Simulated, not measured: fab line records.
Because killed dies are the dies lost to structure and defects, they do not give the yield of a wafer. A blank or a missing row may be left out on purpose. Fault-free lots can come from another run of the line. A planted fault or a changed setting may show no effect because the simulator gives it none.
fab line records + flow nand_harc
record
- lots=12
- wafers=36
- last_day=24
route steps=1159 shown P_M0@266 P_M1@285 END@1159
lots untouched by any fault: they come from a run of this same line in which no faults occurred
start_h: start of the lot's first displayed wafer, in hours after the record's first day + wait_h: hours elapsed since this lot's preceding step + " same as the row above + L1.1+2: a single row standing in for several wafers + - either no value or no given start + * or withheld: withheld + < > ~ a bound
route shown NAME@n: names a module that has steps shown in the file, with the first one's number in the route + usual: mean/standard deviation of fault-free wafers + same: alike in all rows + chamber/n: place in a boat + sites: readings site by site + _std_site: how widely they spread, as a standard deviation + _edge_site: inner sites' mean taken away from outer sites' mean + radius_mm: how far each site lies from the wafer's centre + mask NAME#n: copy n + behind: tool/chamber where the wafer was last shaped + hold: why the lot went on hold/how many hours it stayed there/how the hold came to an end + device: transistor that didn't switch, given as n, p or np + end of line: the same wafers' tests at the end of the route + step lacking rows: just its recipe + killed: dies lost to structure and defects at the first sort, not the wafer's yield + map: the dies of a wafer, with x for killed, . for not killed, _ for no die there
set.NAME: the setting as run; set.NAME@STEP: as run at that earlier step + model.NAME: the simulator's own value behind a step, which no gauge read
route steps across a sampled set of lots; one table per step, one row per wafer
services: from which hour (start_h, from the record's first day; less than 0 if before it) a tool's chamber was out of use, for how many hours, and why
## steps
# step NHARC_P_M0_DESCUM_14
# recipe
- time_s=3
- o2_flow_sccm=200
- ar_flow_sccm=0
- bias_power_w=0
- chemistry=O2
# usual
- drypump_motor_current_A=5.5/0.44
- oes_product_au=0.998/0.0093
- rf_vpp_V=57.6/0.8
- showerhead_plenum_p_Torr=1.88/0.066
- throttle_valve_pct=11.311/0.0091
# same
- time_s=3
| lot.wafer | tool        | chamber | start_h | wait_h | drypump_motor_current_A | oes_product_au | rf_hours_counter_h | rf_vpp_V | showerhead_plenum_p_Torr | throttle_valve_pct |
|-----------|-------------|---------|---------|--------|-------------------------|----------------|--------------------|----------|--------------------------|--------------------|
| L571.2    | rie_diel-02 | 3       | 123.20  | 0.1    | 5.9                     | 0.978          | 8                  | 58.3     | 1.91                     | 11.318             |
| L571.4    | "           | 0       | "       | "      | 5.6                     | 1.008          | 6                  | 57.0     | 1.87                     | 11.319             |
| L571.6    | "           | 2       | "       | "      | 5.9                     | 0.994          | -                  | 56.8     | 1.91                     | 11.311             |
| L572.2    | rie_diel-09 | 2       | 130.14  | 0.1    | 6.4                     | 1.006          | 2                  | 56.8     | 1.81                     | 11.311             |
| L572.3    | "           | 0       | "       | "      | 5.2                     | 0.978          | 2                  | 58.0     | 1.84                     | 11.308             |
| L572.5    | "           | 1       | "       | "      | 5.1                     | 0.995          | -                  | 59.1     | 1.98                     | 11.310             |
| L573.3    | rie_diel-12 | 3       | 133.90  | 0.1    | 5.0                     | 0.991          | 6                  | 57.8     | 1.90                     | 11.307             |
| L573.2    | "           | 2       | "       | "      | 5.3                     | 1.001          | 6                  | 58.0     | 1.80                     | 11.304             |
| L573.6    | "           | 0       | "       | "      | 5.5                     | 1.009          | -                  | 57.6     | 1.83                     | 11.312             |
| L574.3    | rie_diel-12 | 0       | 139.85  | 0.1    | 5.5                     | 0.999          | 7                  | 56.9     | 1.83                     | 11.312             |
| L574.2    | "           | 1       | "       | "      | 5.8                     | 0.997          | 7                  | 58.5     | 1.89                     | 11.326             |
| L574.5    | "           | 3       | "       | "      | 5.0                     | 0.991          | -                  | 56.2     | 1.89                     | 11.317             |
| L575.2    | rie_diel-09 | 1       | 142.97  | 0.1    | 5.1                     | 1.001          | 2                  | 58.2     | 1.98                     | 11.322             |
| L575.3    | "           | 2       | "       | "      | 6.4                     | 1.000          | 3                  | 57.6     | 1.81                     | 11.313             |
| L575.5    | "           | 0       | "       | "      | 5.2                     | 0.987          | -                  | 56.5     | 1.84                     | 11.315             |
| L577.2    | rie_diel-12 | 1       | 145.03  | 0.1    | 5.8                     | 1.002          | 7                  | 57.9     | 1.89                     | 11.295             |
| L577.6    | "           | 3       | "       | "      | 5.0                     | 1.003          | -                  | 59.1     | 1.89                     | 11.316             |
| L577.5    | "           | 0       | "       | "      | 5.5                     | 0.998          | -                  | 57.6     | 1.83                     | 11.325             |
| L576.4    | rie_diel-12 | 3       | 145.63  | 0.1    | 5.0                     | 0.991          | 7                  | 58.4     | 1.89                     | 11.316             |
| L576.3    | "           | 0       | "       | "      | 5.5                     | 0.984          | 7                  | 56.0     | 1.83                     | 11.340             |
| L576.5    | "           | 2       | "       | "      | 5.3                     | 0.989          | -                  | 56.8     | 1.80                     | 11.312             |
| L582.3    | rie_diel-12 | 3       | 181.74  | 0.1    | 5.0                     | 0.978          | 9                  | 57.3     | 1.89                     | 11.305             |
| L582.4    | "           | 0       | "       | "      | 5.5                     | 1.014          | 9                  | 56.3     | 1.83                     | 11.310             |
| L582.2    | "           | 2       | "       | "      | 5.3                     | 0.987          | 9                  | 57.9     | 1.80                     | 11.319             |
| L590.3    | rie_diel-12 | 0       | 231.91  | 0.1    | 5.5                     | 1.005          | 1                  | 57.3     | 1.83                     | 11.311             |
| L590.2    | "           | 2       | "       | "      | 5.3                     | 0.990          | 1                  | 57.3     | 1.80                     | 11.317             |
| L590.5    | "           | 0       | "       | "      | 5.5                     | 1.004          | -                  | 57.4     | 1.83                     | 11.312             |
| L592.4    | rie_diel-09 | 3       | 250.18  | 0.1    | 6.2                     | 1.003          | 10                 | 57.0     | 1.86                     | 11.313             |
| L592.1    | "           | 1       | "       | "      | 5.1                     | 1.003          | 9                  | 57.7     | 1.98                     | 11.301             |
| L592.2    | "           | 2       | "       | "      | 6.4                     | 0.992          | 9                  | 56.4     | 1.81                     | 11.315             |
| L593.3    | rie_diel-02 | 1       | 252.68  | 0.1    | 5.0                     | 1.002          | 5                  | 58.1     | 2.05                     | 11.297             |
| L593.5    | "           | 0       | "       | "      | 5.6                     | 1.003          | -                  | 57.7     | 1.86                     | 11.314             |
| L593.6    | "           | 1       | "       | "      | 5.0                     | 1.007          | -                  | 58.6     | 2.05                     | 11.313             |
| L594.2    | rie_diel-02 | 2       | 264.37  | 0.1    | 5.9                     | 1.007          | 5                  | 58.0     | 1.90                     | 11.299             |
| L594.5    | "           | 0       | "       | "      | 5.6                     | 1.000          | -                  | 56.8     | 1.86                     | 11.293             |
| L594.6    | "           | 1       | "       | "      | 5.0                     | 0.997          | -                  | 59.8     | 2.05                     | 11.318             |
# step NHARC_P_M0_CD_MEAS_16
# usual
- cd_nm=90.1/0.79
| lot.wafer | tool      | chamber | start_h | wait_h | cd_nm |
|-----------|-----------|---------|---------|--------|-------|
| L571.2    | cd_sem-03 | -       | 123.50  | -      | 90.9  |
| L571.4    | "         | -       | "       | "      | 89.1  |
| L571.6    | "         | -       | "       | "      | 91.2  |
| L572.2    | cd_sem-02 | -       | 130.44  | -      | 91.4  |
| L572.3    | "         | -       | "       | "      | 91.3  |
| L572.5    | "         | -       | "       | "      | 90.0  |
| L573.2    | cd_sem-01 | -       | 134.20  | -      | 89.7  |
| L573.3    | "         | -       | "       | "      | 89.4  |
| L573.6    | "         | -       | "       | "      | 89.8  |
| L574.2    | cd_sem-02 | -       | 140.14  | -      | 90.8  |
| L574.3    | "         | -       | "       | "      | 89.0  |
| L574.5    | "         | -       | "       | "      | 90.9  |
| L575.2    | cd_sem-01 | -       | 143.26  | -      | 89.6  |
| L575.3    | "         | -       | "       | "      | 90.7  |
| L575.5    | "         | -       | "       | "      | 89.9  |
| L577.2    | cd_sem-03 | -       | 145.32  | -      | 91.6  |
| L577.5    | "         | -       | "       | "      | 89.9  |
| L577.6    | "         | -       | "       | "      | 91.0  |
| L576.3    | cd_sem-01 | -       | 145.94  | -      | 90.9  |
| L576.4    | "         | -       | "       | "      | 90.6  |
| L576.5    | "         | -       | "       | "      | 91.8  |
| L582.2    | cd_sem-03 | -       | 182.04  | -      | 90.7  |
| L582.3    | "         | -       | "       | "      | 89.4  |
| L582.4    | "         | -       | "       | "      | 88.8  |
| L590.2    | cd_sem-02 | -       | 232.20  | -      | 90.0  |
| L590.3    | "         | -       | "       | "      | 89.8  |
| L590.5    | "         | -       | "       | "      | 89.9  |
| L592.1    | cd_sem-01 | -       | 250.48  | -      | 89.1  |
| L592.2    | "         | -       | "       | "      | 90.0  |
| L592.4    | "         | -       | "       | "      | 88.8  |
| L593.3    | cd_sem-02 | -       | 252.98  | -      | 90.3  |
| L593.5    | "         | -       | "       | "      | 90.6  |
| L593.6    | "         | -       | "       | "      | 90.8  |
| L594.2    | cd_sem-03 | -       | 264.66  | -      | 89.8  |
| L594.5    | "         | -       | "       | "      | 89.1  |
| L594.6    | "         | -       | "       | "      | 90.1  |
# step NHARC_P_M1_DEP_00
# recipe
- target_thk_a=1825
- target_thk_nm=182.5
- temp_c=withheld
- pressure_torr=5
- flow_sccm=200
- rf_w=600
- material=SiOC
| lot.wafer  | tool     | chamber | start_h | wait_h |
|------------|----------|---------|---------|--------|
| L571.2+6+4 | pecvd-01 | 2,2,1   | 126.23  | -      |
| L572.2+3+5 | pecvd-04 | 2,1,2   | 133.16  | -      |
| L573.2+3+6 | pecvd-02 | 2,1,0   | 137.10  | -      |
| L574.2+3+5 | pecvd-04 | 2,0,0   | 142.88  | -      |
| L575.3+2+5 | pecvd-04 | 0,2,1   | 145.99  | -      |
| L577.2+5+6 | pecvd-01 | 1,0,1   | 148.41  | -      |
| L576.3+4+5 | pecvd-02 | 2,2,0   | 148.70  | -      |
| L576.3+4+5 | pecvd-02 | 2,2,0   | 149.29  | -      |
| L582.2+3+4 | pecvd-01 | 1,2,0   | 184.82  | -      |
| L582.2+3+4 | pecvd-01 | 1,2,0   | 185.40  | -      |
| L590.2+3+5 | pecvd-01 | 1,0,0   | 234.98  | -      |
| L592.1+2+4 | pecvd-01 | 0,1,0   | 253.26  | -      |
| L593.3+6+5 | pecvd-01 | 2,0,1   | 255.75  | -      |
| L594.2+6+5 | pecvd-02 | 1,1,2   | 267.38  | -      |
# step NHARC_P_M1_DESCUM_14
# recipe
- time_s=3
- o2_flow_sccm=200
- ar_flow_sccm=0
- bias_power_w=0
- chemistry=O2
# usual
- drypump_motor_current_A=6.0/0.4
- oes_product_au=1.001/0.0083
- rf_vpp_V=57.8/0.83
- showerhead_plenum_p_Torr=1.92/0.056
- throttle_valve_pct=11.311/0.0089
# same
- time_s=3
| lot.wafer | tool        | chamber | start_h | wait_h | drypump_motor_current_A | oes_product_au | rf_hours_counter_h | rf_vpp_V | showerhead_plenum_p_Torr | throttle_valve_pct |
|-----------|-------------|---------|---------|--------|-------------------------|----------------|--------------------|----------|--------------------------|--------------------|
| L571.2    | rie_diel-05 | 3       | 127.26  | 0.1    | 6.0                     | 1.006          | 3                  | 58.6     | 1.95                     | 11.317             |
| L571.4    | "           | 0       | "       | "      | 5.6                     | 1.011          | 3                  | 57.4     | 1.96                     | 11.326             |
| L571.6    | "           | 2       | "       | "      | 5.3                     | 0.991          | -                  | 58.1     | 1.97                     | 11.299             |
| L572.3    | rie_diel-05 | 3       | 134.22  | 0.1    | 6.0                     | 1.017          | 3                  | 58.4     | 1.95                     | 11.300             |
| L572.2    | "           | 0       | "       | "      | 5.6                     | 1.007          | 4                  | 57.8     | 1.96                     | 11.296             |
| L572.5    | "           | 2       | "       | "      | 5.3                     | 0.990          | -                  | 59.4     | 1.97                     | 11.319             |
| L573.3    | rie_diel-10 | 3       | 138.13  | 0.1    | 5.9                     | 0.997          | 10                 | 59.1     | 1.95                     | 11.311             |
| L573.2    | "           | 1       | "       | "      | 5.4                     | 1.014          | 9                  | 58.0     | 2.03                     | 11.298             |
| L573.6    | "           | 2       | "       | "      | 5.8                     | 1.011          | -                  | 58.6     | 1.85                     | 11.313             |
| L574.2    | rie_diel-10 | 3       | 143.78  | 0.1    | 5.9                     | 1.005          | 10                 | 58.2     | 1.95                     | 11.300             |
| L574.3    | "           | 0       | "       | "      | 6.1                     | 1.003          | 10                 | 57.2     | 1.96                     | 11.319             |
| L574.5    | "           | 3       | "       | "      | 6.0                     | 0.998          | -                  | 58.1     | 1.95                     | 11.300             |
| L575.3    | rie_diel-01 | 1       | 146.91  | 0.1    | 6.2                     | 1.001          | 0                  | 58.2     | 1.89                     | 11.301             |
| L575.2    | "           | 2       | "       | "      | 6.2                     | 0.999          | 0                  | 55.9     | 1.84                     | 11.311             |
| L575.5    | "           | 3       | "       | "      | 5.9                     | 1.005          | -                  | 57.6     | 1.89                     | 11.312             |
| L577.2    | rie_diel-01 | 3       | 149.39  | 0.1    | 5.9                     | 1.006          | 0                  | 58.6     | 1.89                     | 11.302             |
| L577.5    | "           | 0       | "       | "      | 6.7                     | 0.999          | -                  | 55.3     | 1.96                     | 11.305             |
| L577.6    | "           | 3       | "       | "      | 5.9                     | 1.004          | -                  | 56.7     | 1.89                     | 11.318             |
| L576.3    | rie_diel-05 | 2       | 150.28  | 0.1    | 5.2                     | 1.003          | 4                  | 57.5     | 1.97                     | 11.317             |
| L576.4    | "           | 3       | "       | "      | 6.0                     | 1.016          | 4                  | 58.1     | 1.95                     | 11.296             |
| L576.5    | "           | 3       | "       | "      | 6.0                     | 1.013          | -                  | 57.4     | 1.95                     | 11.317             |
| L582.4    | rie_diel-10 | 2       | 186.36  | 0.1    | 5.8                     | 1.012          | 0                  | 57.1     | 1.84                     | 11.303             |
| L582.3    | "           | 3       | "       | "      | 5.9                     | 1.009          | 0                  | 55.8     | 1.95                     | 11.308             |
| L582.2    | "           | 0       | "       | "      | 6.1                     | 1.004          | 0                  | 57.3     | 1.96                     | 11.306             |
| L590.3    | rie_diel-01 | 3       | 235.87  | 0.1    | 5.9                     | 0.994          | 7                  | 58.8     | 1.89                     | 11.297             |
| L590.2    | "           | 0       | "       | "      | 6.7                     | 1.000          | 7                  | 57.3     | 1.96                     | 11.315             |
| L590.5    | "           | 0       | "       | "      | 6.7                     | 1.002          | -                  | 57.9     | 1.96                     | 11.318             |
| L592.2    | rie_diel-05 | 3       | 254.15  | 0.1    | 6.0                     | 1.005          | 2                  | 58.7     | 1.95                     | 11.303             |
| L592.1    | "           | 0       | "       | "      | 5.5                     | 1.000          | 2                  | 57.5     | 1.96                     | 11.304             |
| L592.4    | "           | 2       | "       | "      | 5.3                     | 0.996          | 2                  | 58.1     | 1.97                     | 11.317             |
| L593.3    | rie_diel-05 | 0       | 256.80  | 0.1    | 5.6                     | 0.988          | 2                  | 57.6     | 1.96                     | 11.309             |
| L593.5    | "           | 1       | "       | "      | 6.0                     | 1.005          | -                  | 57.6     | 1.83                     | 11.324             |
| L593.6    | "           | 2       | "       | "      | 5.2                     | 0.983          | -                  | 58.5     | 1.97                     | 11.315             |
| L594.2    | rie_diel-01 | 1       | 268.42  | 0.1    | 6.2                     | 1.005          | 8                  | 59.6     | 1.88                     | 11.307             |
| L594.5    | "           | 0       | "       | "      | 6.7                     | 1.004          | -                  | 57.2     | 1.96                     | 11.301             |
| L594.6    | "           | 1       | "       | "      | 6.2                     | 1.002          | -                  | 57.6     | 1.88                     | 11.315             |
# step NHARC_END_SORT_01
# recipe
- temp_c=25
# usual
- defect_limited_yield=96.2/1.3
- killed_at_array=21/8.9
- killed_at_other=0.8/1.3
- killed_at_periphery=3.6/2.4
- killed_dies=26/8.9
- killed_open=3.1/1.8
- killed_short=1.9/1.3
- sort_bin_2_pct=1.2/0.54
- sort_bin_3_pct=0.21/0.17
- sort_bin_4_pct=2.4/0.91
- sort_n_pass=651/8.9
- sort_rim_yield_pct=95.0/2.8
- sort_yield_pct=96.2/1.3
# same
- gross_dies=677
- sort_bin_5_pct[%]=0
- sort_bin_6_pct[%]=0
- sort_bin_7_pct[%]=0
- sort_bin_8_pct[%]=0
- sort_rim_n_gross=106.00
| lot.wafer | tool      | chamber | start_h | wait_h | defect_limited_yield[%] | killed_at_array | killed_at_other | killed_at_periphery | killed_dies | killed_open | killed_short | sort_bin_2_pct[%] | sort_bin_3_pct[%] | sort_bin_4_pct[%] | sort_n_pass | sort_rim_yield_pct[%] | sort_yield_pct[%] |
|-----------|-----------|---------|---------|--------|-------------------------|-----------------|-----------------|---------------------|-------------|-------------|--------------|-------------------|-------------------|-------------------|-------------|-----------------------|-------------------|
| L576.3    | prober-02 | 0       | 465.17  | 3.1    | 0                       | 32              | 1               | 644                 | 677         | 2           | 0            | 96.3              | 0.15              | 3.5               | 0           | 0                     | 0                 |
| L576.4    | prober-02 | 0       | 465.97  | 3.4    | 0                       | 37              | 0               | 640                 | 677         | 2           | 1            | 96.5              | 0.30              | 3.2               | 0           | 0                     | 0                 |
| L576.5    | prober-02 | 0       | 466.76  | 3.7    | 0                       | 29              | 0               | 648                 | 677         | 2           | 2            | 97.0              | 0                 | 3.0               | 0           | 0                     | 0                 |
| L582.2    | prober-02 | 0       | 494.60  | 2.8    | 0                       | 14              | 0               | 663                 | 677         | 3           | 4            | 98.1              | 0.30              | 1.6               | 0           | 0                     | 0                 |
| L582.3    | prober-02 | 0       | 495.38  | 3.1    | 0                       | 12              | 0               | 665                 | 677         | 4           | 3            | 98.2              | 0                 | 1.8               | 0           | 0                     | 0                 |
| L582.4    | prober-02 | 0       | 496.17  | 3.4    | 0                       | 8               | 0               | 669                 | 677         | 2           | 0            | 98.7              | 0.15              | 1.2               | 0           | 0                     | 0                 |
| L593.3    | prober-02 | 0       | 568.18  | 3.1    | 95.7                    | 25              | 0               | 4                   | 29          | 3           | 4            | 1.6               | 0.15              | 2.5               | 648         | 97.2                  | 95.7              |
| L593.5    | prober-02 | 0       | 569.78  | 3.7    | 96.0                    | 22              | 0               | 5                   | 27          | 6           | 1            | 1.8               | 0                 | 2.2               | 650         | 91.5                  | 96.0              |
| L593.6    | prober-02 | 0       | 570.57  | 4.0    | 96.6                    | 19              | 0               | 4                   | 23          | 4           | 3            | 0.9               | 0.15              | 2.4               | 654         | 96.2                  | 96.6              |
# killed by level:class
L576.3 P_M1:area_dep=644 A_CHANNEL_HOLE_D1:chamber_film_flake=11 A_CONTACT:chamber_film_flake=8 A_SLIT:chamber_film_flake=6 A_STAIRCASE:chamber_film_flake=5 A_CONTACT:geometric_particle:open=1 STARTING-WAFER:geometric_particle:open=1 A_WL_FILL:chamber_film_flake=1
L576.4 P_M1:area_dep=639 A_CHANNEL_HOLE_D1:chamber_film_flake=16 A_SLIT:chamber_film_flake=9 A_CONTACT:chamber_film_flake=6 A_STAIRCASE:chamber_film_flake=2 A_WL_FILL:chamber_film_flake=2 P_M1:geometric_particle:open=1 A_SGD_CUT:geometric_particle:short=1
L576.5 P_M1:area_dep=645 A_CHANNEL_HOLE_D1:chamber_film_flake=10 A_SLIT:chamber_film_flake=7 A_CONTACT:chamber_film_flake=5 A_STAIRCASE:chamber_film_flake=4 A_WL_FILL:chamber_film_flake=2 P_GATE:geometric_particle:open=1 P_M0:geometric_particle:open=1
L582.2 P_M1:area_dep=658 A_CONTACT:chamber_film_flake=4 A_CHANNEL_HOLE_D1:chamber_film_flake=3 P_M1:chamber_film_flake=2 P_STI:geometric_particle:open=1 P_GATE:geometric_particle:short=1 A_CHANNEL_FILL_D1:geometric_particle:short=1 A_SGD_CUT:geometric_particle:open=1
L582.3 P_M1:area_dep=658 P_M1:chamber_film_flake=5 A_CHANNEL_HOLE_D1:chamber_film_flake=4 P_GATE:geometric_particle:open=1 P_M0:geometric_particle:open=1 A_ONON_D1:geometric_particle:short=1 A_CHANNEL_FILL_D1:geometric_particle:short=1 A_SGD_CUT:geometric_particle:open=1
L582.4 P_M1:area_dep=665 P_M1:chamber_film_flake=4 A_CONTACT:chamber_film_flake=4 A_CHANNEL_HOLE_D1:geometric_particle:open=1 A_M0:geometric_particle:open=1 A_CHANNEL_HOLE_D1:chamber_film_flake=1 A_WL_FILL:chamber_film_flake=1
L593.3 A_CONTACT:chamber_film_flake=7 A_ZERO_WELL:chamber_film_flake=5 A_ONON_D1:geometric_particle:short=3 P_GATE:chamber_film_flake=2 A_SLIT:chamber_film_flake=2 A_M1:chamber_film_flake=2 A_ONON_D1:geometric_particle:open=1 A_CHANNEL_FILL_D1:geometric_particle:open=1
L593.5 A_STAIRCASE:chamber_film_flake=4 A_CHANNEL_FILL_D1:geometric_particle:open=3 A_CHANNEL_HOLE_D1:chamber_film_flake=3 A_SLIT:chamber_film_flake=3 A_CONTACT:chamber_film_flake=3 A_ONON_D1:geometric_particle:open=2 P_GATE:chamber_film_flake=2 A_CHANNEL_FILL_D1:chamber_film_flake=2
L593.6 A_CHANNEL_HOLE_D1:chamber_film_flake=5 A_SLIT:chamber_film_flake=3 A_CONTACT:geometric_particle:open=2 P_GATE:chamber_film_flake=2 A_CONTACT:chamber_film_flake=2 P_CONTACT:geometric_particle:short=1 P_M0:geometric_particle:short=1 A_CHANNEL_FILL_D1:geometric_particle:open=1
## services
| tool        | chamber | start_h | hours | kind       |
|-------------|---------|---------|-------|------------|
| rie_diel-10 | 0       | 103.08  | 4.1   | repair     |
| rie_diel-01 | -       | 137.80  | 9.0   | pm         |
| rie_diel-05 | 0       | 141.97  | 6.7   | repair     |
| rie_diel-10 | 3       | 145.65  | 39.6  | repair     |
| rie_diel-01 | 2       | 148.10  | 34.4  | repair     |
| rie_diel-02 | -       | 150.70  | 9.0   | pm         |
| rie_diel-12 | -       | 151.29  | 0.3   | repair     |
| pecvd-02    | -       | 153.00  | 13.0  | pm         |
| rie_diel-05 | 0       | 162.79  | 7.2   | repair     |
| rie_diel-05 | -       | 163.60  | 9.0   | pm         |
| rie_diel-01 | -       | 171.93  | 0.1   | repair     |
| rie_diel-10 | 2       | 174.22  | 6.4   | repair     |
| rie_diel-10 | -       | 176.50  | 9.0   | pm         |
| rie_diel-01 | 0       | 186.16  | 2.2   | repair     |
| rie_diel-12 | 1       | 186.84  | 4.1   | repair     |
| pecvd-04    | -       | 196.68  | 13.0  | pm         |
| rie_diel-12 | -       | 202.40  | 9.0   | pm         |
| pecvd-01    | 1       | 216.04  | 15.7  | repair     |
| pecvd-01    | -       | 237.10  | 13.0  | pm         |
| pecvd-01    | 0       | 237.10  | 13.0  | vent_cycle |
| rie_diel-12 | 3       | 241.35  | 4.5   | repair     |
| rie_diel-09 | 1       | 251.15  | 1.3   | repair     |
| rie_diel-09 | -       | 254.10  | 9.0   | pm         |
| pecvd-04    | 2       | 261.64  | 7.5   | repair     |
## key
first_sign
- step=NHARC_P_M1_DEP_00
- reading=visit
- direction=added
effect
- step=NHARC_END_SORT_01
- reading=killed_at_periphery
- direction=up
- sigmas=99+
- usual=3.6
- struck=654.8
more_kills_born_at
- NHARC_P_M1_DEP_00@pecvd-01=1981
- NHARC_P_M1_DEP_00@pecvd-02=1929
met_at NHARC_P_M1_DEP_00
struck_lots L576,L582
later_rows_left_out L576.3,L576.4,L576.5,L582.2,L582.3,L582.4
not_acting_at NHARC_P_M0_DESCUM_14,NHARC_P_M0_CD_MEAS_16,NHARC_P_M1_DESCUM_14
fault
- kind=repeated_step_whole
- tool=pecvd-01,pecvd-02,pecvd-04
- chamber=-
- onset_h=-
- steps=NHARC_P_M1_DEP_00
- times=1
- scope=struck_lots_only
# later_rows_left_out: the simulator's readings of these wafers behind a module that went badly wrong aren't trusted and aren't shown, but for the sort
